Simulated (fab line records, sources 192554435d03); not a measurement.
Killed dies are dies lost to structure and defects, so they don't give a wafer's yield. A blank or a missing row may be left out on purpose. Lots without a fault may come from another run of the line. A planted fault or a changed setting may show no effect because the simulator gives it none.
fab line records | flow n5_finfet
record lots=11 wafers=33 last_day=18
route steps=1938 shown BEOL_M7@1311 BEOL_M8@1347 PASSIVATION@1936
lots that met no fault: from a run of the same line without faults
start_h: hours from the record's first day to the start of the lot's first wafer shown | wait_h: hours since the lot's step before | " the same as in the row above | L1.1+2: a row that stands for several wafers | - no value, or no start given | * or withheld: withheld | < > ~ a bound
route shown NAME@n: a module of which the file shows steps, and the number in the route of the first | usual: mean/standard deviation of fault-free wafers | same: alike in all rows | chamber/n: place in a boat | sites: the reading at each site | _std_site: their standard deviation | _edge_site: outer sites' mean less inner sites' | radius_mm: how far each site lies from the wafer's centre | mask NAME#n: copy n | behind: the tool/chamber that last shaped the wafer | hold: why the lot was held/for how many hours/how that ended | device: the transistor (n, p or np) that didn't switch | end of line: the same wafers' tests at the end of the route | a step without rows: its recipe alone | killed: dies lost to structure and defects at the first sort, not the wafer's yield | map: a wafer's dies, x killed, . not, _ none there
set.NAME: the setting as run; set.NAME@STEP: as run at that earlier step | model.NAME: the simulator's own value behind a step, which no gauge read
steps of the route over a sample of lots; a table a step, a row a wafer
services: from which hour (start_h, from the record's first day; less than 0 if before it) a tool's chamber was out of use, for how many hours, and why
## steps
# step N5_BEOL_M7_OCD_MEAS_38
# usual trench_depth_nm=91.8/1.7
# columns lot.wafer tool chamber start_h wait_h trench_depth_nm
L870.3 ocd-02 - 205.32 - 89.9
L870.4 " - " " 90.5
L870.5 " - " " 89.7
L872.3 ocd-02 - 215.67 - 93.7
L872.4 " - " " 92.7
L872.6 " - " " 93.7
L873.2 ocd-02 - 224.09 - 90.5
L873.4 " - " " 94.5
L873.6 " - " " 92.4
L874.1 ocd-02 - 232.78 - 89.7
L874.2 " - " " 92.8
L874.4 " - " " 94.6
L876.2 ocd-02 - 246.52 - 94.0
L876.4 " - " " 92.4
L876.6 " - " " 92.9
L878.1 ocd-01 - 267.80 - 93.2
L878.4 " - " " 90.1
L878.5 " - " " 91.4
L881.1 ocd-01 - 290.90 - 92.9
L881.3 " - " " 92.5
L881.5 " - " " 90.0
L879.3 ocd-01 - 292.97 - 89.0
L879.5 " - " " 90.1
L879.6 " - " " 88.3
L889.1 ocd-01 - 323.04 - 93.1
L889.4 " - " " 92.9
L889.6 " - " " 92.6
L890.1 ocd-01 - 346.76 - 89.1
L890.3 " - " " 94.7
L890.4 " - " " 90.0
L892.1 ocd-01 - 353.64 - 94.0
L892.5 " - " " 92.3
L892.6 " - " " 94.2
# step N5_BEOL_M7_CD_MEAS_35
# recipe target_cd_nm=40 polarity=opening
# usual cd_nm=39.6/0.49
# columns lot.wafer tool chamber start_h wait_h cd_nm
L870.3 cd_sem-02 - 205.48 0.0 39.7
L870.4 " - " " 40.9
L870.5 " - " " 39.4
L872.3 cd_sem-03 - 215.84 0.0 38.8
L872.4 " - " " 39.5
L872.6 " - " " 39.1
L873.2 cd_sem-03 - 224.24 0.0 40.6
L873.4 " - " " 39.7
L873.6 " - " " 39.0
L874.1 cd_sem-01 - 232.93 0.0 39.3
L874.2 " - " " 39.2
L874.4 " - " " 39.3
L876.2 cd_sem-01 - 246.67 0.0 39.8
L876.4 " - " " 40.1
L876.6 " - " " 39.7
L878.1 cd_sem-03 - 267.96 0.0 39.7
L878.4 " - " " 39.5
L878.5 " - " " 39.9
L881.1 cd_sem-01 - 291.05 0.0 40.2
L881.3 " - " " 40.1
L881.5 " - " " 39.9
L879.3 cd_sem-01 - 293.12 0.0 39.1
L879.5 " - " " 39.1
L879.6 " - " " 39.5
L889.1 cd_sem-02 - 323.19 0.0 39.4
L889.4 " - " " 39.8
L889.6 " - " " 39.6
L890.1 cd_sem-01 - 346.91 0.0 39.2
L890.3 " - " " 39.2
L890.4 " - " " 39.4
L892.1 cd_sem-03 - 353.80 0.0 39.9
L892.5 " - " " 40.3
L892.6 " - " " 40.1
# step N5_BEOL_M7_ANNEAL_51
# recipe temp_c=225 time_s=90 ambient=N2
# usual wafer_temp_C_max=225.86/0.24
# columns lot.wafer tool chamber start_h wait_h wafer_temp_C_max
L870.3 rtp_anneal-01 0 208.11 0.1 225.81
L870.4 " 0 " " 225.63
L870.5 " 0 " " 225.56
L872.3 rtp_anneal-01 0 217.25 0.3 225.80
L872.4 " 0 " " 225.63
L872.6 " 0 " " 225.39
L873.2 rtp_anneal-02 0 226.46 0.8 226.19
L873.4 " 0 " " 226.08
L873.6 " 0 " " 226.15
L874.1 rtp_anneal-02 0 234.53 0.2 226.30
L874.2 " 0 " " 225.51
L874.4 " 0 " " 225.57
L876.2 rtp_anneal-02 0 248.10 0.2 226.02
L876.4 " 0 " " 226.29
L876.6 " 0 " " 225.96
L878.1 rtp_anneal-02 0 270.81 0.1 225.84
L878.4 " 0 " " 225.37
L878.5 " 0 " " 225.73
L881.1 rtp_anneal-02 0 292.64 0.1 225.74
L881.3 " 0 " " 226.09
L881.5 " 0 " " 225.99
L879.3 rtp_anneal-01 0 295.94 0.1 226.00
L879.5 " 0 " " 226.37
L879.6 " 0 " " 226.19
L889.1 rtp_anneal-02 0 325.75 0.3 226.00
L889.4 " 0 " " 225.66
L889.6 " 0 " " 225.94
L890.1 rtp_anneal-02 0 349.78 0.9 225.89
L890.3 " 0 " " 225.97
L890.4 " 0 " " 225.85
L892.1 rtp_anneal-01 0 357.48 0.5 225.76
L892.5 " 0 " " 225.96
L892.6 " 0 " " 226.08
# step N5_BEOL_M7_CMP_52
# recipe stop_on=SiCOH_lowk t_overpolish_s=6.9 down_force_psi=1 platen_rpm=50 clearing_platen_down_force_psi=1.5 clearing_platen_rpm=50 post_cmp_clean=cu_alkaline target_thk_nm=80 clearing_platen_pad_velocity_m_s=0.99484 pad_velocity_m_s=0.99484
# usual barrier_field_endpoint_s=29.0/0.74 edge_zone_pressure_frac=1.001/0.0047 motor_current_A=5.8/0.77 overpolish_run_s=6.900/0.0083 time_to_endpoint_s=63/3
# same t_overpolish_s=6.9
# columns lot.wafer tool chamber start_h wait_h barrier_field_endpoint_s edge_zone_pressure_frac motor_current_A overpolish_run_s time_to_endpoint_s
L870.3 cmp-01 2 208.56 0.4 29.4 1.004 6.3 6.883 65
L870.4 " 3 " " 29.5 0.999 5.8 6.912 63
L870.5 " 1 " " 29.9 1.003 6.3 6.901 64
L872.4 cmp-01 2 217.49 0.2 30.4 1.009 6.4 6.900 66
L872.3 " 0 " " 27.9 0.996 7.6 6.905 60
L872.6 " 1 " " 29.2 0.997 6.1 6.914 64
L873.2 cmp-03 3 226.75 0.2 27.8 1.000 6.3 6.900 57
L873.4 " 0 " " 29.0 0.999 5.0 6.911 60
L873.6 " 2 " " 29.0 1.005 5.7 6.902 60
L874.2 cmp-02 2 234.86 0.2 29.5 0.997 4.7 6.896 64
L874.4 " 3 " " 30.0 1.002 4.7 6.901 68
L874.1 " 0 " " 29.3 0.992 6.3 6.906 67
L876.2 cmp-03 2 248.35 0.2 29.1 1.004 5.4 6.889 64
L876.4 " 1 " " 30.1 0.998 4.9 6.898 66
L876.6 " 3 " " 27.9 1.009 6.3 6.889 60
L878.4 cmp-01 1 271.20 0.2 28.9 1.001 6.2 6.897 63
L878.1 " 2 " " 28.4 1.009 6.7 6.913 65
L878.5 " 0 " " 28.9 0.998 7.4 6.904 62
L881.1 cmp-03 2 292.95 0.3 28.9 1.005 5.1 6.913 63
L881.3 " 0 " " 28.6 1.006 4.8 6.911 63
L881.5 " 3 " " 28.3 1.010 5.8 6.909 62
L879.3 cmp-03 1 296.26 0.3 28.1 1.002 4.9 6.903 63
L879.6 " 2 " " 28.5 0.999 5.5 6.907 59
L879.5 " 3 " " 27.6 1.006 6.2 6.901 58
L889.4 cmp-01 1 326.09 0.2 29.1 1.000 6.2 6.903 64
L889.1 " 2 " " 29.5 0.996 6.1 6.914 65
L889.6 " 1 " " 28.5 1.001 6.0 6.911 62
L890.4 cmp-02 2 350.08 0.1 30.0 1.008 4.6 6.904 60
L890.1 " 0 " " 28.2 1.003 6.3 6.900 58
L890.3 " 1 " " 28.7 0.990 6.0 6.911 56
L892.1 cmp-02 3 357.89 0.4 30.2 1.001 5.2 6.890 65
L892.6 " 0 " " 29.0 1.003 6.4 6.895 62
L892.5 " 1 " " 29.0 1.005 5.7 6.904 58
# step N5_BEOL_M7_INSPECT_58
# recipe inspect_instrument=darkfield mode=post_dep
# usual raw_defect_count=70/27
# columns lot.wafer tool chamber start_h wait_h raw_defect_count
L870.3 defect_inspect-01 - 208.97 0.0 57
L870.4 " - " " 52
L870.5 " - " " 71
L872.3 defect_inspect-02 - 217.91 0.0 87
L872.4 " - " " 118
L872.6 " - " " 78
L873.2 defect_inspect-01 - 227.16 0.0 99
L873.4 " - " " 115
L873.6 " - " " 83
L874.1 defect_inspect-02 - 235.28 0.0 50
L874.2 " - " " 104
L874.4 " - " " 63
L876.2 defect_inspect-02 - 248.80 0.0 45
L876.4 " - " " 31
L876.6 " - " " 29
L878.1 defect_inspect-01 - 271.57 0.0 53
L878.4 " - " " 33
L878.5 " - " " 58
L881.1 defect_inspect-01 - 293.40 0.0 822
L881.3 " - " " 781
L881.5 " - " " 731
L879.3 defect_inspect-02 - 296.60 0.0 700
L879.5 " - " " 686
L879.6 " - " " 759
L889.1 defect_inspect-02 - 326.50 0.0 84
L889.4 " - " " 85
L889.6 " - " " 74
L890.1 defect_inspect-02 - 350.53 0.0 30
L890.3 " - " " 44
L890.4 " - " " 43
L892.1 defect_inspect-02 - 358.23 0.0 185
L892.5 " - " " 94
L892.6 " - " " 111
# step N5_BEOL_M8_INSPECT_13
# recipe mode=adi inspect_instrument=brightfield
# usual raw_defect_count=413/110
# columns lot.wafer tool chamber start_h wait_h raw_defect_count
L870.3 defect_inspect-01 - 213.81 0.0 306
L870.4 " - " " 434
L870.5 " - " " 413
L872.3 defect_inspect-02 - 219.92 0.0 348
L872.4 " - " " 508
L872.6 " - " " 381
L873.2 defect_inspect-02 - 228.98 0.0 343
L873.4 " - " " 359
L873.6 " - " " 331
L874.1 defect_inspect-01 - 238.38 0.0 313
L874.2 " - " " 399
L874.4 " - " " 453
L876.2 defect_inspect-01 - 250.43 0.0 599
L876.4 " - " " 478
L876.6 " - " " 749
L878.1 defect_inspect-01 - 274.39 0.0 557
L878.4 " - " " 553
L878.5 " - " " 438
L881.1 defect_inspect-01 - 295.85 0.0 1107
L881.3 " - " " 1054
L881.5 " - " " 1043
L879.3 defect_inspect-01 - 299.27 0.0 929
L879.5 " - " " 885
L879.6 " - " " 972
L889.1 defect_inspect-02 - 330.52 0.0 369
L889.4 " - " " 466
L889.6 " - " " 361
L890.1 defect_inspect-02 - 352.12 0.0 330
L890.3 " - " " 276
L890.4 " - " " 265
L892.1 defect_inspect-02 - 360.45 0.0 826
L892.5 " - " " 377
L892.6 " - " " 608
# step N5_PASSIVATION_PROBE_49
# usual defect_limited_yield=91.4/1.5 killed_at_M0_to_M3=33/11 killed_at_M4_up=14/5.3 killed_at_contacts=13/6.2 killed_at_front_end=39/13 killed_at_other=3.1/2.8 killed_dies=102/17 killed_on_rim=13/3.8 killed_open=68/13 killed_short=32/7.8 sort_bin_4_leakage=0.00/0.007 sort_bin_5_function=5.1/0.95 sort_bin_6_memory=3.2/0.7 sort_bin_8_speed=0.02/0.16 sort_n_pass=1078/18 sort_yield_pct=91.3/1.5
# same gross_dies=1180 killed_at_back_side=0
# columns lot.wafer tool chamber start_h wait_h defect_limited_yield[%] killed_at_M0_to_M3 killed_at_M4_up killed_at_contacts killed_at_front_end killed_at_other killed_dies killed_on_rim killed_open killed_short sort_bin_4_leakage[%] sort_bin_5_function[%] sort_bin_6_memory[%] sort_bin_8_speed[%] sort_n_pass sort_yield_pct[%]
L881.1 prober-01 - 371.70 0.0 50.7 17 531 5 25 4 582 78 44 20 0 30.9 15.9 0 598 50.7
L881.3 prober-01 - 371.80 0.1 50.9 29 517 3 30 0 579 68 53 26 0 29.8 15.5 0 601 50.9
L881.5 prober-01 - 371.90 0.2 53.9 32 468 4 34 6 544 66 51 35 0 28.6 14.6 0 636 53.9
L879.3 prober-02 - 372.97 0.1 53.5 17 475 17 28 12 549 65 53 27 0 30.9 13.0 0 631 53.5
L879.5 prober-02 - 373.07 0.2 54.0 24 479 9 25 6 543 61 61 26 0 29.5 13.6 0 637 54.0
L879.6 prober-02 - 373.12 0.3 52.8 27 497 12 20 1 557 74 52 20 0 30.4 14.2 0 623 52.8
L890.1 prober-01 - 427.37 0.0 92.3 19 20 11 34 7 91 7 64 26 0 4.7 2.8 0 1089 92.3
L890.3 prober-01 - 427.47 0.1 94.6 21 12 7 20 4 64 12 40 24 0 3.6 1.4 0 1116 94.6
L890.4 prober-01 - 427.52 0.2 92.5 19 17 10 39 3 88 9 56 32 0 3.6 3.1 0 1092 92.5
# killed by level:class
L881.1 BEOL_M7:unspecified=515 BEOL_M4:geometric_particle:open=12 FIN_SAQP:geometric_particle:open=8 FIN_SAQP:geometric_particle:short=4 BEOL_M1:geometric_particle:open=4 BEOL_M1:geometric_particle:short=4 MOL_CONTACT_COAG:geometric_particle:open=3 BEOL_M0:geometric_particle:open=3
L881.3 BEOL_M7:unspecified=499 BEOL_M4:geometric_particle:open=11 FIN_SAQP:geometric_particle:open=10 BEOL_M2:geometric_particle:open=9 FIN_SAQP:geometric_particle:short=8 BEOL_M0_SAQP:geometric_particle:short=4 BEOL_M0_SAQP:geometric_particle:open=4 BEOL_M1:geometric_particle:open=3
L881.5 BEOL_M7:unspecified=458 BEOL_M0_SAQP:geometric_particle:open=8 BEOL_M1:geometric_particle:open=8 BEOL_M4:geometric_particle:open=8 GATE_CUT:geometric_particle:short=6 FIN_SAQP:geometric_particle:open=5 DUMMY_GATE:geometric_particle:open=5 BEOL_M0_SAQP:geometric_particle:short=5
L879.3 BEOL_M7:unspecified=468 MOL_CONTACT_COAG:geometric_particle:open=14 FIN_SAQP:geometric_particle:open=6 FIN_SAQP:geometric_particle:short=6 BEOL_M0_SAQP:geometric_particle:open=5 BEOL_M4:geometric_particle:open=4 PAD_METAL:geometric_particle:open=4 STI_FIN_REVEAL:geometric_particle:open=3
L879.5 BEOL_M7:unspecified=456 BEOL_M4:geometric_particle:open=12 STI_FIN_REVEAL:geometric_particle:open=8 MOL_CONTACT_COAG:geometric_particle:open=7 BEOL_M3:geometric_particle:open=5 BEOL_M2:geometric_particle:open=5 BEOL_M8:geometric_particle:open=4 BEOL_M0_SAQP:geometric_particle:short=3
L879.6 BEOL_M7:unspecified=485 BEOL_M3:geometric_particle:open=12 MOL_CONTACT_COAG:geometric_particle:open=11 BEOL_M4:geometric_particle:open=6 BEOL_M0_SAQP:geometric_particle:short=5 BEOL_M2:geometric_particle:open=4 STI_FIN_REVEAL:geometric_particle:short=3 STI_FIN_REVEAL:geometric_particle:open=3
L890.1 MOL_CONTACT_COAG:geometric_particle:open=10 BEOL_M4:geometric_particle:open=10 GATE_CUT:geometric_particle:short=8 FIN_SAQP:geometric_particle:open=7 BEOL_M0_SAQP:geometric_particle:open=6 FIN_SAQP:geometric_particle:short=4 GATE_CUT:geometric_particle:open=4 BEOL_M0_SAQP:geometric_particle:short=4
L890.3 BEOL_M2:geometric_particle:open=7 MOL_CONTACT_COAG:geometric_particle:open=6 GATE_CUT:geometric_particle:open=5 BEOL_M4:geometric_particle:open=5 GATE_CUT:geometric_particle:short=4 FIN_SAQP:geometric_particle:short=3 FIN_SAQP:geometric_particle:open=3 STI_FIN_REVEAL:geometric_particle:short=3
L890.4 BEOL_M4:geometric_particle:open=9 FIN_SAQP:geometric_particle:short=8 FIN_SAQP:geometric_particle:open=7 MOL_CONTACT_COAG:geometric_particle:open=6 BEOL_M2:geometric_particle:open=6 STI_FIN_REVEAL:geometric_particle:open=5 GATE_CUT:geometric_particle:open=5 BEOL_M0_SAQP:geometric_particle:short=5
## services
# columns tool chamber start_h hours kind
cmp-03 - 184.75 1.7 repair
cmp-01 - 187.32 1.9 repair
cmp-03 - 191.84 4.0 pm
cmp-02 - 203.16 2.4 repair
cmp-03 - 205.24 4.4 pm
cmp-01 - 213.33 1.3 repair
cmp-02 - 226.00 6.5 pm
cmp-01 - 243.11 5.2 pm
cmp-02 - 270.49 3.3 repair
cmp-02 - 281.52 4.0 pm
cmp-02 - 285.52 - consumable_replace:conditioner
cmp-02 - 285.52 - consumable_replace:pad
cmp-01 - 305.18 1.3 repair
rtp_anneal-01 - 323.25 10.9 pm
cmp-03 - 356.08 2.3 repair
## key
first_sign step=N5_BEOL_M7_INSPECT_58 reading=raw_defect_count direction=up sigmas=25 usual=70 struck=746
effect step=N5_BEOL_M8_INSPECT_13 reading=raw_defect_count direction=up sigmas=5.2 usual=413 struck=998
effect step=N5_PASSIVATION_PROBE_49 reading=killed_at_M4_up direction=up sigmas=90 usual=14 struck=494
more_kills_born_at N5_BEOL_M7_CMP_52@cmp-03=2881
met_at N5_BEOL_M7_CMP_52
struck_lots L879,L881
not_acting_at N5_BEOL_M7_OCD_MEAS_38,N5_BEOL_M7_CD_MEAS_35,N5_BEOL_M7_ANNEAL_51
onset_between 248.35 292.95
fault kind=chamber_particle_source tool=cmp-03 chamber=- onset_h=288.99 steps=N5_BEOL_M7_CMP_52 rate_per_visit_cm2=1.0423 end_h=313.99
